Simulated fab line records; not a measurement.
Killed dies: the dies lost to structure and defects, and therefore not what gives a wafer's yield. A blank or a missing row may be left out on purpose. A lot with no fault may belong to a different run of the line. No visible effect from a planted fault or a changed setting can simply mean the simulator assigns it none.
fab line records ; flow n5Finfet
[record] lots = 7; wafers = 19; lastDay = 18
route steps=1938 shown BEOL_M14@1753 PASSIVATION@1936
lots that met no fault: from a run of the same line without faults
startH: hours from the record's first day to the start of the lot's first wafer shown ; waitH: hours from the lot's prior step to this one ; " the same as in the row above ; L1.1+2: a single row standing in for several wafers ; - no value, or no start given ; * or withheld: withheld ; < > ~ a bound
route shown NAME@n: a module of which the file shows steps, and the number in the route of the first ; usual: mean/standard deviation taken from wafers without a fault ; same: alike in all rows ; chamber/n: place in a boat ; sites: readings site by site ; _std_site: how widely they spread, as a standard deviation ; _edge_site: mean of outer sites minus mean of inner sites ; radiusMm: for every site, how far away it sits from the centre of the wafer ; mask NAME#n: copy n ; behind: the last tool/chamber to shape the wafer ; hold: the reason the lot was held/the length of the hold in hours/how it ended ; device: the transistor (n, p or np) that didn't switch ; end of line: the tests these same wafers got at the end of their route ; a step without rows: its recipe alone ; killed: count of dies lost to structure and defects at first sort (not the wafer's yield) ; map: per-die view of a wafer (x killed, . not killed, _ where there is no die)
set.NAME: the setting that was run; set.NAME@STEP: the one run at that earlier step ; model.NAME: the simulator's own value behind a step, which no gauge read
lots at some steps of the route; a table a step, a row a wafer
services: a tool's chamber out of use, with start hour (startH, from the record's first day; less than 0 if before it), hours out, and reason
[[steps]]
[step N5_BEOL_M14_TRENCH_ETCH_34]
[recipe] chemistry = C4F8/O2/Ar; target = SiO2; targetDepthA = 5566.5; maskMaterial = SOC; heInnerTorr = 15; heOuterTorr = 30; timeS = 126.9; ionEnergyEv = 800; pressureMtorr = 20; sourceW = 1905; biasW = 2040; Ar_flow_sccm = 400; C4F8_flow_sccm = 16; O2_flow_sccm = 12
[step N5_BEOL_M14_STRIP_70]
[recipe] chemistry = C4F8/O2/Ar; resist = SiARC; rfFrequencyHz = 6e+07
[step N5_BEOL_M14_OCD_MEAS_35]
[usual] trenchDepthNm = 552/16
lot.wafer;tool;chamber;startH;waitH;trenchDepthNm
L983.1;ocd-01;-;264.18;0.0;532
L983.2;ocd-01;-;264.18;0.0;563
L983.4;ocd-01;-;264.18;0.0;538
L982.2;ocd-02;-;268.42;0.0;586
L982.3;ocd-02;-;268.42;0.0;535
L982.4;ocd-02;-;268.42;0.0;557
L991.2;ocd-02;-;333.79;0.0;567
L991.3;ocd-02;-;333.79;0.0;555
L991.6;ocd-02;-;333.79;0.0;550
L993.2;ocd-02;-;342.18;0.0;540
L993.5;ocd-02;-;342.18;0.0;559
L992.1;ocd-01;-;342.30;0.0;541
L992.4;ocd-01;-;342.30;0.0;552
L997.3;ocd-02;-;363.88;0.0;567
L997.4;ocd-02;-;363.88;0.0;542
L997.5;ocd-02;-;363.88;0.0;559
L101.1;ocd-02;-;400.65;0.0;553
L101.4;ocd-02;-;400.65;0.0;555
L101.6;ocd-02;-;400.65;0.0;560
[step N5_BEOL_M14_STRIP_37]
[recipe] chemistry = O2; powerW = 600; tempC = 60; pressureMtorr = 30; rfFrequencyHz = 6e+07; biasPowerW = 0; overashFraction = 0.3; o2FlowSccm = 225
[step N5_BEOL_M14_ETCH_38]
[recipe] chemistry = CF4/N2; target = SiCN; targetDepthA = 1065; taperDeg = 2; timeS = 120.6; ionEnergyEv = 150; maskMaterial = SiO2; pressureMtorr = 40; sourceW = 430; biasW = 70; Ar_flow_sccm = 100; cf4FlowSccm = 60; n2FlowSccm = 60
[usual] drypumpMotorCurrentA = 5.6/0.54; oesProductAu = 0.83/0.082; rfVppV = 382.7/2.1; showerheadPlenumPTorr = 2.23/0.077; throttleValvePct = 15.24/0.23
lot.wafer;tool;chamber;startH;waitH;drypumpMotorCurrentA;oesProductAu;rfHoursCounterH;rfVppV;showerheadPlenumPTorr;throttleValvePct
L983.1;rieDiel-05;0;-;-;5.2;0.74;140;380.7;2.13;15.20
L983.2;rieDiel-05;2;-;-;5.6;0.75;144;381.7;2.21;15.41
L983.4;rieDiel-05;1;-;-;4.8;0.86;51;381.1;2.16;14.90
L982.2;rieDiel-02;0;-;-;5.7;0.80;104;380.7;2.14;15.15
L982.3;rieDiel-02;1;-;-;6.0;0.68;250;384.9;2.25;15.63
L982.4;rieDiel-02;2;-;-;5.3;0.85;70;384.3;2.32;14.99
L991.2;rieDiel-06;3;-;-;6.7;0.98;8;383.0;2.25;15.26
L991.3;rieDiel-06;0;-;-;5.0;0.83;108;385.1;2.32;15.19
L991.6;rieDiel-06;3;-;-;6.6;0.98;-;382.5;2.25;15.25
L993.2;rieDiel-06;3;-;-;6.6;0.97;10;382.9;2.25;15.25
L993.5;rieDiel-06;2;-;-;6.4;0.93;-;386.0;2.35;15.65
L992.1;rieDiel-02;2;-;-;5.3;0.80;99;384.8;2.31;15.04
L992.4;rieDiel-02;0;-;-;5.7;0.78;131;380.7;2.13;15.22
L997.3;rieDiel-06;3;-;-;6.6;0.94;20;383.8;2.24;15.29
L997.4;rieDiel-06;1;-;-;5.1;0.86;49;380.5;2.15;15.13
L997.5;rieDiel-06;2;-;-;6.5;0.91;-;385.8;2.35;15.66
L101.1;rieDiel-02;0;-;-;5.7;0.76;152;378.5;2.12;15.25
L101.4;rieDiel-02;2;-;-;5.4;0.79;118;384.7;2.30;15.06
L101.6;rieDiel-02;0;-;-;5.7;0.76;-;380.4;2.12;15.23
[step N5_BEOL_M14_PRECLEAN_39]
[recipe] chemistry = residueRemover; timeS = 60; tempC = 40
[step N5_BEOL_M14_SRD_40]
[recipe] timeS = 30; tempC = 23; rinseLiquid = diw; dry = n2Spin; spinRpm = 1500; dryTimeS = 30
[step N5_BEOL_M14_DEGAS_41]
[recipe] ambient = vacuum; tempC = 300; timeS = 60
[usual] heaterPowerW = 485/24
lot.wafer;tool;chamber;startH;waitH;heaterPowerW
L983.1;pvdSputter-01;-;264.79;0.2;471
L983.2;pvdSputter-01;-;264.79;0.2;474
L983.4;pvdSputter-01;-;264.79;0.2;538
L982.2;pvdSputter-02;-;268.80;0.1;487
L982.3;pvdSputter-02;-;268.80;0.1;483
L982.4;pvdSputter-02;-;268.80;0.1;459
L991.2;pvdSputter-03;-;337.41;0.1;481
L991.3;pvdSputter-03;-;337.41;0.1;496
L991.6;pvdSputter-03;-;337.41;0.1;448
L993.2;pvdSputter-03;-;342.68;0.2;459
L993.5;pvdSputter-03;-;342.68;0.2;470
L992.1;pvdSputter-01;-;342.91;0.3;450
L992.4;pvdSputter-01;-;342.91;0.3;525
L997.3;pvdSputter-01;-;368.60;0.3;529
L997.4;pvdSputter-01;-;368.60;0.3;476
L997.5;pvdSputter-01;-;368.60;0.3;529
L101.1;pvdSputter-02;-;405.63;0.3;500
L101.4;pvdSputter-02;-;405.63;0.3;487
L101.6;pvdSputter-02;-;405.63;0.3;465
[step N5_BEOL_M14_PRE_CLEAN_42]
[recipe] gas = H2/He; timeS = 30; tempC = 300
[step N5_BEOL_M14_SPUTTER_43]
[recipe] material = TaN; targetThkA = 150; tempC = 50; biasV = 168.6; powerW = 15000; chamberPressurePa = 0.12; timeS = 24.19
[step N5_BEOL_M14_SPUTTER_44]
[recipe] material = Ta; targetThkA = 150; tempC = 50; biasV = 80; powerW = 15000; chamberPressurePa = 0.07; timeS = 24.19
[usual] throttleValvePct = 30.1/1.3
lot.wafer;tool;chamber;startH;waitH;throttleValvePct
L983.1;pvdSputter-01;-;264.95;0.0;32.7
L983.2;pvdSputter-01;-;264.95;0.0;29.7
L983.4;pvdSputter-01;-;264.95;0.0;29.2
L982.2;pvdSputter-02;-;268.96;0.0;29.7
L982.3;pvdSputter-02;-;268.96;0.0;30.6
L982.4;pvdSputter-02;-;268.96;0.0;29.4
L991.2;pvdSputter-03;-;337.57;0.0;28.3
L991.3;pvdSputter-03;-;337.57;0.0;29.6
L991.6;pvdSputter-03;-;337.57;0.0;31.0
L993.2;pvdSputter-03;-;342.84;0.0;30.6
L993.5;pvdSputter-03;-;342.84;0.0;30.7
L992.1;pvdSputter-01;-;343.07;0.0;32.5
L992.4;pvdSputter-01;-;343.07;0.0;29.6
L997.3;pvdSputter-01;-;368.76;0.0;29.5
L997.4;pvdSputter-01;-;368.76;0.0;32.6
L997.5;pvdSputter-01;-;368.76;0.0;29.0
L101.1;pvdSputter-02;-;405.79;0.0;30.7
L101.4;pvdSputter-02;-;405.79;0.0;27.9
L101.6;pvdSputter-02;-;405.79;0.0;29.4
[step N5_BEOL_M14_SPUTTER_45]
[recipe] material = Cu; targetThkA = 1000; tempC = -20; biasV = 60; powerW = 26000; chamberPressurePa = 0.13; timeS = 16.67
[usual] throttleValvePct = 30.1/1.3
lot.wafer;tool;chamber;startH;waitH;throttleValvePct
L983.1;pvdSputter-01;-;265.03;0.0;32.6
L983.2;pvdSputter-01;-;265.03;0.0;29.6
L983.4;pvdSputter-01;-;265.03;0.0;29.5
L982.2;pvdSputter-02;-;269.04;0.0;29.7
L982.3;pvdSputter-02;-;269.04;0.0;30.4
L982.4;pvdSputter-02;-;269.04;0.0;29.5
L991.2;pvdSputter-03;-;337.65;0.0;28.3
L991.3;pvdSputter-03;-;337.65;0.0;30.0
L991.6;pvdSputter-03;-;337.65;0.0;30.7
L993.2;pvdSputter-03;-;342.92;0.0;30.7
L993.5;pvdSputter-03;-;342.92;0.0;31.2
L992.1;pvdSputter-01;-;343.15;0.0;32.6
L992.4;pvdSputter-01;-;343.15;0.0;29.2
L997.3;pvdSputter-01;-;368.84;0.0;29.3
L997.4;pvdSputter-01;-;368.84;0.0;32.8
L997.5;pvdSputter-01;-;368.84;0.0;29.0
L101.1;pvdSputter-02;-;405.87;0.0;30.5
L101.4;pvdSputter-02;-;405.87;0.0;28.2
L101.6;pvdSputter-02;-;405.87;0.0;29.5
[step N5_BEOL_M14_ECD_47]
[recipe] material = Cu; targetThkA = 12480
lot.wafer;tool;chamber;startH;waitH;model.Cu_of_BEOL_M14_ECD_47.thkNm
L983.1;ecdCu-02;0;265.15;0.1;1227
L983.2;ecdCu-02;1;265.15;0.1;1246
L983.4;ecdCu-02;0;265.15;0.1;1243
L982.2;ecdCu-01;0;269.16;0.1;1242
L982.3;ecdCu-01;0;269.16;0.1;1230
L982.4;ecdCu-01;1;269.16;0.1;1241
L991.2;ecdCu-02;1;337.87;0.2;1759
L991.3;ecdCu-02;0;337.87;0.2;1225
L991.6;ecdCu-02;0;337.87;0.2;1246
L993.2;ecdCu-02;1;343.04;0.1;1800
L993.5;ecdCu-02;1;343.04;0.1;1266
L992.1;ecdCu-02;0;343.27;0.1;1243
L992.4;ecdCu-02;1;343.27;0.1;1737
L997.3;ecdCu-01;0;369.01;0.1;1258
L997.4;ecdCu-01;1;369.01;0.1;1248
L997.5;ecdCu-01;0;369.01;0.1;1264
L101.1;ecdCu-02;1;405.99;0.1;1262
L101.4;ecdCu-02;0;405.99;0.1;1275
L101.6;ecdCu-02;0;405.99;0.1;1272
[step N5_BEOL_M14_ANNEAL_48]
[recipe] tempC = 225; timeS = 90; ambient = N2
[usual] wafer_temp_C_max = 226.2/0.36
lot.wafer;tool;chamber;startH;waitH;wafer_temp_C_max
L983.1;rtpAnneal-01;0;265.38;0.2;226.2
L983.2;rtpAnneal-01;0;265.38;0.2;226.2
L983.4;rtpAnneal-01;0;265.38;0.2;225.9
L982.2;rtpAnneal-01;0;269.40;0.2;226.2
L982.3;rtpAnneal-01;0;269.40;0.2;225.8
L982.4;rtpAnneal-01;0;269.40;0.2;225.9
L991.2;rtpAnneal-02;0;339.66;1.7;226.6
L991.3;rtpAnneal-02;0;339.66;1.7;226.3
L991.6;rtpAnneal-02;0;339.66;1.7;226.5
L993.2;rtpAnneal-01;0;343.27;0.2;225.9
L993.5;rtpAnneal-01;0;343.27;0.2;225.9
L992.1;rtpAnneal-02;0;343.46;0.1;226.5
L992.4;rtpAnneal-02;0;343.46;0.1;226.2
L997.3;rtpAnneal-01;0;369.24;0.2;226.6
L997.4;rtpAnneal-01;0;369.24;0.2;225.9
L997.5;rtpAnneal-01;0;369.24;0.2;225.9
L101.1;rtpAnneal-01;0;406.24;0.2;226.3
L101.4;rtpAnneal-01;0;406.24;0.2;226.4
L101.6;rtpAnneal-01;0;406.24;0.2;225.8
[step N5_BEOL_M14_CMP_49]
[recipe] stopOn = SiO2; tOverpolishS = 5.2; downForcePsi = 2; platenRpm = 80; clearingPlatenDownForcePsi = 2; clearingPlatenRpm = 80; postCmpClean = cuAlkaline; targetThkNm = 560; clearingPlatenPadVelocityMS = 1.5917; padVelocityMS = 1.5917
[usual] motorCurrentA = 8.1/0.71; timeToEndpointS = 121/4.8
lot.wafer;tool;chamber;startH;waitH;motorCurrentA;timeToEndpointS
L983.2;cmp-02;1;265.69;0.2;8.7;123
L983.4;cmp-02;2;265.69;0.2;7.8;119
L983.1;cmp-02;0;265.69;0.2;7.8;115
L982.3;cmp-03;1;269.65;0.2;8.3;113
L982.2;cmp-03;3;269.65;0.2;8.2;121
L982.4;cmp-03;0;269.65;0.2;8.6;117
L991.2;cmp-01;1;340.17;0.5;7.5;177
L991.3;cmp-01;2;340.17;0.5;7.5;117
L991.6;cmp-01;0;340.17;0.5;7.5;121
L993.2;cmp-03;3;343.58;0.3;8.0;180
L993.5;cmp-03;3;343.58;0.3;8.2;121
L992.4;cmp-03;2;343.77;0.1;7.4;164
L992.1;cmp-03;1;343.77;0.1;8.4;118
L997.4;cmp-03;1;369.48;0.2;8.5;113
L997.3;cmp-03;3;369.48;0.2;8.2;124
L997.5;cmp-03;0;369.48;0.2;8.7;116
L101.4;cmp-01;1;406.55;0.1;7.4;127
L101.1;cmp-01;0;406.55;0.1;7.2;121
L101.6;cmp-01;2;406.55;0.1;7.6;125
[step N5_BEOL_M14_THK_MEAS_50]
[recipe] thkMeasGauge = xrf; reads = Cu_of_BEOL_M14_ECD_47
[usual] M14_THK = 545/16
lot.wafer;tool;chamber;startH;waitH;M14_THK[nm]
L983.1;filmMetro-01;-;265.98;-;525
L983.2;filmMetro-01;-;265.98;-;557
L983.4;filmMetro-01;-;265.98;-;528
L982.2;filmMetro-02;-;269.94;-;584
L982.3;filmMetro-02;-;269.94;-;534
L982.4;filmMetro-02;-;269.94;-;554
L991.2;filmMetro-02;-;340.39;-;560
L991.3;filmMetro-02;-;340.39;-;549
L991.6;filmMetro-02;-;340.39;-;547
L993.2;filmMetro-02;-;343.83;-;534
L993.5;filmMetro-02;-;343.83;-;550
L992.1;filmMetro-02;-;344.07;-;528
L992.4;filmMetro-02;-;344.07;-;536
L997.3;filmMetro-01;-;369.74;-;568
L997.4;filmMetro-01;-;369.74;-;542
L997.5;filmMetro-01;-;369.74;-;560
L101.1;filmMetro-01;-;406.84;-;543
L101.4;filmMetro-01;-;406.84;-;543
L101.6;filmMetro-01;-;406.84;-;548
[step N5_PASSIVATION_PROBE_49]
[usual] defectLimitedYield = 91.2/1.6; killed_at_M0_to_M3 = 34/11; killed_at_M4_up = 14/5.7; killedAtContacts = 14/6.6; killedAtFrontEnd = 37/10; killedAtOther = 4/3.2; killedDies = 104/19; killedOpen = 69/13; killedShort = 33/8.7; sort_bin_4_leakage = 0.00/0.014; sort_bin_5_function = 5.1/1; sort_bin_6_memory = 3.3/0.76; sort_bin_8_speed = 0.00/0.016; sortNPass = 1076/19; sortYieldPct = 91.2/1.6
[same] grossDies = 1180; killedAtBackSide = 0
lot.wafer;tool;chamber;startH;waitH;defectLimitedYield[%];killed_at_M0_to_M3;killed_at_M4_up;killedAtContacts;killedAtFrontEnd;killedAtOther;killedDies;killedOpen;killedShort;sort_bin_4_leakage[%];sort_bin_5_function[%];sort_bin_6_memory[%];sort_bin_8_speed[%];sortNPass;sortYieldPct[%]
L983.1;prober-01;-;284.58;0.0;88.2;52;32;13;36;6;139;95;43;0;6.4;5.3;0;1041;88.2
L983.2;prober-01;-;284.63;0.1;88.7;67;13;14;33;6;133;86;47;0;6.6;4.2;0;1047;88.7
L983.4;prober-01;-;284.73;0.2;89.7;57;12;6;42;4;121;71;50;0;6.1;3.9;0;1059;89.7
// killed by level:class
L983.1 BEOL_M4:geometricParticle:open=19 BEOL_M3:geometricParticle:open=13 BEOL_M0_SAQP:geometricParticle:short=10 BEOL_M0_SAQP:geometricParticle:open=9 MOL_CONTACT_COAG:geometricParticle:open=8 GATE_CUT:geometricParticle:short=7 FIN_SAQP:geometricParticle:open=5 FIN_SAQP:geometricParticle:short=5
L983.2 BEOL_M0_SAQP:geometricParticle:open=14 BEOL_M2:geometricParticle:open=14 MOL_CONTACT_COAG:geometricParticle:open=11 BEOL_M1:geometricParticle:open=11 BEOL_M0_SAQP:geometricParticle:short=10 GATE_CUT:geometricParticle:short=7 BEOL_M2:geometricParticle:short=7 FIN_SAQP:geometricParticle:short=6
L983.4 BEOL_M0_SAQP:geometricParticle:short=18 BEOL_M0_SAQP:geometricParticle:open=17 FIN_SAQP:geometricParticle:open=11 FIN_SAQP:geometricParticle:short=7 BEOL_M1:geometricParticle:open=7 MOL_CONTACT_COAG:geometricParticle:open=6 ILD0:geometricParticle:short=5 BEOL_M0:geometricParticle:open=5
[[services]]
tool;chamber;startH;hours;kind
cmp-02;-;245.71;4.2;repair
rieDiel-05;-;250.18;0.4;repair
cmp-03;-;259.78;4.0;pm
cmp-02;-;283.57;2.2;repair
cmp-01;-;287.77;0.5;repair
cmp-01;-;288.30;5.9;pm
cmp-02;-;298.87;3.1;repair
cmp-01;-;302.33;2.0;repair
ecdCu-02;-;306.76;1.1;repair
pvdSputter-03;-;309.90;0.8;repair
cmp-03;-;311.07;5.7;pm
cmp-01;-;312.15;4.0;pm
cmp-02;-;320.60;7.2;pm
cmp-03;-;324.47;1.2;repair
rieDiel-05;2;325.98;13.5;repair
rieDiel-05;-;330.64;3.9;repair
cmp-02;-;334.81;0.5;repair
pvdSputter-01;-;335.20;1.6;repair
rtpAnneal-01;-;336.27;2.5;pm
cmp-03;-;338.28;3.1;repair
ecdCu-01;-;343.26;0.4;repair
cmp-01;-;351.97;1.0;repair
ecdCu-02;-;366.17;8.6;repair
rieDiel-02;1;370.04;5.3;repair
[[key]]
[firstSign] step = N5_BEOL_M14_CMP_49; reading = timeToEndpointS; direction = up; sigmas = 11; usual = *; struck = *
effect none on later readings
[modelEffect] step = N5_BEOL_M14_ECD_47; value = Cu_of_BEOL_M14_ECD_47.thkNm; without = 1258; struck = 1766
metAt N5_BEOL_M14_ECD_47
struckWafers L991.2,L992.4,L993.2
onsetBetween 265.15 337.87
[fault] kind = processParameterDrift; tool = ecdCu-02; chamber = -; onsetH = 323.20; steps = N5_BEOL_M14_ECD_47; channel = targetThkA; offset = *; shape = step; endH = 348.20; scope = struckWafersOnly; actsIn = *; stated = *
